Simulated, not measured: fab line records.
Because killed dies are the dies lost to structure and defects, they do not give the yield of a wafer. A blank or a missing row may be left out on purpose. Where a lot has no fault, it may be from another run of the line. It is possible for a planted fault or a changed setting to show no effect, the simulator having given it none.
Chamber matching / flow n5 finfet / 4 sister chambers for N5_MOL_CONTACT_COAG_ETCHBACK_135 on rie diel-04
The step etches SiO2 in CHF3, target depth 25 nm, time 16.7 s. 4 wafers are shown with their chamber, then 8 later ones without.

WAFERS WITH THEIR CHAMBER
wafer=L092.1; chamber=2; drypump motor current A (A)=5.1
wafer=L092.4; chamber=1; drypump motor current A (A)=5.7
wafer=L092.5; chamber=0; drypump motor current A (A)=5.4
wafer=L093.1; chamber=3; drypump motor current A (A)=6.0

WAFERS WHOSE CHAMBER IS MISSING
wafer=L093.2; drypump motor current A (A)=5.1
wafer=L093.5; drypump motor current A (A)=5.4
wafer=L094.2; drypump motor current A (A)=6.1
wafer=L094.3; drypump motor current A (A)=5.7
wafer=L094.5; drypump motor current A (A)=5.2
wafer=L095.2; drypump motor current A (A)=6.1
wafer=L095.4; drypump motor current A (A)=5.7
wafer=L095.6; drypump motor current A (A)=6.1

WHICH CHAMBER EACH WENT THROUGH
wafer=L093.2; from the rows above=2; in truth=2
wafer=L093.5; from the rows above=0; in truth=0
wafer=L094.2; from the rows above=3; in truth=3
wafer=L094.3; from the rows above=1; in truth=1
wafer=L094.5; from the rows above=can't be placed: 2 or 0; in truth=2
wafer=L095.2; from the rows above=3; in truth=3
wafer=L095.4; from the rows above=1; in truth=1
wafer=L095.6; from the rows above=3; in truth=3
Placed correctly: 7 of 8. Unplaceable from these rows: 1, with the true chamber sitting among the candidates in 1. Placed wrongly: 0.
How it was worked out, from the rows above alone: a wafer's distance from a chamber is the root of the sum, over the readings, of the square of ((its reading less the chamber's mean) divided by the reading's scatter). The wafer belongs to the nearest chamber; if the next one is less than 2 further off, it can't be placed. Each chamber's mean is taken over the wafers shown for it. The scatter: root of mean squared gap, hidden wafer to nearest shown wafer, with one shown wafer a chamber.
